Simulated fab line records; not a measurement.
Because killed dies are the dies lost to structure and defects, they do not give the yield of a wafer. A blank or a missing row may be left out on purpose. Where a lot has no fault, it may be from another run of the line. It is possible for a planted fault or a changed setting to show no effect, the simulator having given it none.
Comparing a struck lot with a sound one | flow n5_finfet | 15 steps out of a route of 1938
Sound: these wafers, L804.1, L804.2, L804.5. The struck wafers were L796.3, L796.4, L796.5. At the end, the cause is stated.
For every step that has rows: the tool of each side, followed by ch and its chambers, followed by its first start. Under that, the readings that differ: sound wafers | struck wafers | difference of the means | sigmas: that difference in standard deviations of wafers without a fault.
alike: readings with means less than 2 such deviations apart, plus words and numbers identical on both sides. not compared: withheld readings, readings lacking a value on some wafer, bounds such as >300 that could conceal the same value, and numbers that have no deviation in the record and whose values overlap.
Wherever a step has rows on one side only, a row that says differs or no value, or a row with sigmas, the two part there. Non-overlapping numbers with no deviation appear without sigmas and do not part them. A reading missing from all wafers of one side parts the sides only when that side holds two or more wafers.

first, 4 steps without rows for these wafers: N5_SD_EPI_N_WET_ETCH_43 (etches SiO2 in dHF, time 14 s, target depth 1.5 nm); N5_SD_EPI_N_STRIP_18 (strips in SPM, time 750 s); N5_SD_EPI_N_SRD_20 (time 30 s); N5_SD_EPI_N_PRECLEAN_48 (cleans in NF3:NH3, afs cycles 2, time 20 s, sublimation time 60 s).
N5_SD_EPI_N_VAPOR_ETCH_50: etches Si in HCl, time 54 s.
  sound on epi_rpcvd-03 ch 0, day 7 12:37; struck on epi_rpcvd-02 ch 0, day 5 08:31
  alike: susceptor_temp_C, throttle_valve_pct
then, 1 step without rows for these wafers: N5_SD_EPI_N_EPI_21 (deposits Si:P, time 690 s).
N5_SD_EPI_N_EPI_MEAS_23:
  sound on film_metro-02 at day 7 14:31; struck on film_metro-01 at day 5 10:21
  alike: thk_nm
then, 3 steps without rows for these wafers: N5_SD_EPI_N_PRECLEAN_24 (cleans in O3/DIW, time 60 s); N5_SD_EPI_N_SRD_25 (time 30 s); N5_SD_EPI_N_PRECLEAN_49 (cleans in NF3:NH3, afs cycles 1, time 20 s, sublimation time 60 s).
N5_SD_EPI_N_LINER_46: material SiNx, target thk 3 nm.
  sound on ald_sin-04 ch 0,1, day 7 14:49; struck on ald_sin-01 ch 0,1,3, day 5 10:39
  alike: heater_power_w, susceptor_temp_C
N5_SD_EPI_N_INSPECT_26: inspects for defects (darkfield).
  sound on defect_inspect-02 at day 7 15:04; struck on defect_inspect-01 at day 5 10:54
  alike: raw_defect_count
N5_SD_EPI_P_COAT_34: time 60 s, resist thk 350 nm.
  sound on litho_track-04 ch 0, day 7 15:06; struck on litho_track-03 ch 0, day 5 10:56
  reading                                   | sound                | struck               | difference | sigmas
  spin_speed_rpm (rpm)                      | 1500.1 1499.5 1500.7 | 1340.5 1339.2 1339.9 | -160.2     | -99 or more
  model.SOC_of_SD_EPI_P_COAT_34.thk_nm (nm) | 349.8 350.2 349.6    | 370.2 369.8 369.8    | +20.1      |
  alike: heater_power_total_W, resist_line_temp_C
then, 1 step without rows for these wafers: N5_SD_EPI_P_COAT_35 (time 60 s, resist thk 35 nm).
N5_PASSIVATION_PROBE_49:
  sound wafers here have rows in the record (prober-01, day 16 12:14); struck ones have none

WHERE THEY PART
At N5_SD_EPI_P_COAT_34 first; at N5_PASSIVATION_PROBE_49 last (within this record only).

WHY: the cause the simulator had injected
Process parameters drifting: litho_track-03 at N5_SD_EPI_P_COAT_34, beginning at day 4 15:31. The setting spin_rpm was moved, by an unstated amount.
